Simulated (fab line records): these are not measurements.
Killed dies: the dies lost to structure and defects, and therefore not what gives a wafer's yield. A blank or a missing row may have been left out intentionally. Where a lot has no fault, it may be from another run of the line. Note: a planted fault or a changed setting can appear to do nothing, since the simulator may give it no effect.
Split-lot trial / flow n5 finfet / on a route of 1938 steps: 7 lots, 21 wafers read

## SPLIT DETAILS
At N5_GATE_CUT_COAT_07 (resist thk 30 nm), the setting spin rpm was moved away from the recipe's 1500 rpm on 4 of the 21 wafers read, by -10.7% to +6.9%. For the rest of the wafers, this setting stayed at what the recipe calls for.

## FROM THE SPLIT TO THE READING: what the file shows between them, 4 steps
- N5_GATE_CUT_EBR_09
- N5_GATE_CUT_SOFTBAKE_08: time 60 s
- N5_GATE_CUT_EXPOSE_10: exposes mask GATE CUT, target cd 20 nm
- N5_GATE_CUT_PEB_11: peb time 60 s

## THE READING
CAR-EUV_of_GATE_CUT_COAT_07.thk nm (the simulator's own value, which no gauge read), in nm, at N5_GATE_CUT_DEVELOP_12 (develop time 30 s). No usual value for it is given in the file. Average 29.6 nm, standard deviation 0.085 nm, over the 17 wafers here run with the recipe.

wafer=L074.2; tool, chamber at the split=litho track-01, 0; spin rpm as run, rpm=1604; against the recipe=+6.9%; CAR-EUV_of_GATE_CUT_COAT_07.thk nm, nm=28.6; against lot-mates on the recipe=-0.9
wafer=L074.4; tool, chamber at the split=litho track-01, 0; spin rpm as run, rpm=1500; against the recipe=recipe; CAR-EUV_of_GATE_CUT_COAT_07.thk nm, nm=29.6; against lot-mates on the recipe=-
wafer=L074.6; tool, chamber at the split=litho track-01, 0; spin rpm as run, rpm=1500; against the recipe=recipe; CAR-EUV_of_GATE_CUT_COAT_07.thk nm, nm=29.4; against lot-mates on the recipe=-
wafer=L075.1; tool, chamber at the split=litho track-03, 0; spin rpm as run, rpm=1500; against the recipe=recipe; CAR-EUV_of_GATE_CUT_COAT_07.thk nm, nm=29.6; against lot-mates on the recipe=-
wafer=L075.3; tool, chamber at the split=litho track-03, 0; spin rpm as run, rpm=1500; against the recipe=recipe; CAR-EUV_of_GATE_CUT_COAT_07.thk nm, nm=29.6; against lot-mates on the recipe=-
wafer=L075.4; tool, chamber at the split=litho track-03, 0; spin rpm as run, rpm=1500; against the recipe=recipe; CAR-EUV_of_GATE_CUT_COAT_07.thk nm, nm=29.6; against lot-mates on the recipe=-
wafer=L076.1; tool, chamber at the split=litho track-02, 0; spin rpm as run, rpm=1500; against the recipe=recipe; CAR-EUV_of_GATE_CUT_COAT_07.thk nm, nm=29.4; against lot-mates on the recipe=-
wafer=L076.2; tool, chamber at the split=litho track-02, 0; spin rpm as run, rpm=1500; against the recipe=recipe; CAR-EUV_of_GATE_CUT_COAT_07.thk nm, nm=29.4; against lot-mates on the recipe=-
wafer=L076.3; tool, chamber at the split=litho track-02, 0; spin rpm as run, rpm=1500; against the recipe=recipe; CAR-EUV_of_GATE_CUT_COAT_07.thk nm, nm=29.4; against lot-mates on the recipe=-
wafer=L078.1; tool, chamber at the split=litho track-01, 0; spin rpm as run, rpm=1339; against the recipe=-10.7%; CAR-EUV_of_GATE_CUT_COAT_07.thk nm, nm=31.4; against lot-mates on the recipe=+1.8
wafer=L078.5; tool, chamber at the split=litho track-01, 0; spin rpm as run, rpm=1500; against the recipe=recipe; CAR-EUV_of_GATE_CUT_COAT_07.thk nm, nm=29.6; against lot-mates on the recipe=-
wafer=L078.6; tool, chamber at the split=litho track-01, 0; spin rpm as run, rpm=1500; against the recipe=recipe; CAR-EUV_of_GATE_CUT_COAT_07.thk nm, nm=29.6; against lot-mates on the recipe=-
wafer=L083.3; tool, chamber at the split=litho track-01, 0; spin rpm as run, rpm=1500; against the recipe=recipe; CAR-EUV_of_GATE_CUT_COAT_07.thk nm, nm=29.6; against lot-mates on the recipe=-
wafer=L083.5; tool, chamber at the split=litho track-01, 0; spin rpm as run, rpm=1500; against the recipe=recipe; CAR-EUV_of_GATE_CUT_COAT_07.thk nm, nm=29.6; against lot-mates on the recipe=-
wafer=L083.6; tool, chamber at the split=litho track-01, 0; spin rpm as run, rpm=1500; against the recipe=recipe; CAR-EUV_of_GATE_CUT_COAT_07.thk nm, nm=29.6; against lot-mates on the recipe=-
wafer=L088.2; tool, chamber at the split=litho track-02, 0; spin rpm as run, rpm=1592; against the recipe=+6.1%; CAR-EUV_of_GATE_CUT_COAT_07.thk nm, nm=28.6; against lot-mates on the recipe=-1.0
wafer=L088.3; tool, chamber at the split=litho track-02, 0; spin rpm as run, rpm=1592; against the recipe=+6.1%; CAR-EUV_of_GATE_CUT_COAT_07.thk nm, nm=28.6; against lot-mates on the recipe=-1.0
wafer=L088.4; tool, chamber at the split=litho track-02, 0; spin rpm as run, rpm=1500; against the recipe=recipe; CAR-EUV_of_GATE_CUT_COAT_07.thk nm, nm=29.6; against lot-mates on the recipe=-
wafer=L090.1; tool, chamber at the split=litho track-02, 0; spin rpm as run, rpm=1500; against the recipe=recipe; CAR-EUV_of_GATE_CUT_COAT_07.thk nm, nm=29.6; against lot-mates on the recipe=-
wafer=L090.3; tool, chamber at the split=litho track-02, 0; spin rpm as run, rpm=1500; against the recipe=recipe; CAR-EUV_of_GATE_CUT_COAT_07.thk nm, nm=29.6; against lot-mates on the recipe=-
wafer=L090.4; tool, chamber at the split=litho track-02, 0; spin rpm as run, rpm=1500; against the recipe=recipe; CAR-EUV_of_GATE_CUT_COAT_07.thk nm, nm=29.6; against lot-mates on the recipe=-

THE FIT
A straight line over all 21 wafers: CAR-EUV_of_GATE_CUT_COAT_07.thk nm changes by -0.16 nm for each +1% of spin rpm; r = -0.99; the points scatter about the line by 0.092 nm.
The same after taking each lot's own level away (the mean of its wafers on the recipe; 21 wafers): -0.159 nm for each +1%; r = -0.99; scatter 0.06 nm.
The reading moves by 1.7 nm for the largest change in spin rpm, on that fit.
From 29.40 to 29.60 nm: that is the span of the lots' own levels, equal to 2.4 times the standard deviation above.
Hence the lot-to-lot level has little effect on the slope; both slopes agree.
Check: with one of the wafers moved furthest among these (-10.7%) left out of the fit, the line predicts +1.61 nm for it against its lot-mates. Against them it came out at +1.8 nm.

## FURTHER SPLITS ON THESE WAFERS
Note: prior to the reading, these wafers also went through further splits. Each is held against what the fit with the lots' levels taken away leaves over:
other split on the same wafers=N5_HKMG_FIN_EXPOSE_09 dose mj; wafers away from the commonest value=7; r with CAR-EUV_of_GATE_CUT_COAT_07.thk nm (lot level and that fit taken away)=-0.27

## THE WHOLE CHAIN: every reading that the file lists as answering this split, in the file's order
step=N5_GATE_CUT_COAT_07; what it does=resist thk 30 nm; reading=CAR-EUV_of_GATE_CUT_COAT_07.thk nm (the simulator's own value, which no gauge read); change (the file's fit)=-0.155 nm for each +1% of the setting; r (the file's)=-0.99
step=N5_GATE_CUT_DEVELOP_12; what it does=develop time 30 s; reading=CAR-EUV_of_GATE_CUT_COAT_07.thk nm (the simulator's own value, which no gauge read); change (the file's fit)=-0.158 nm for each +1% of the setting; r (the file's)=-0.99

## FILE'S OWN FIT
CAR-EUV_of_GATE_CUT_COAT_07.thk nm changes by -0.158 nm for each +1% of spin rpm, r = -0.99.
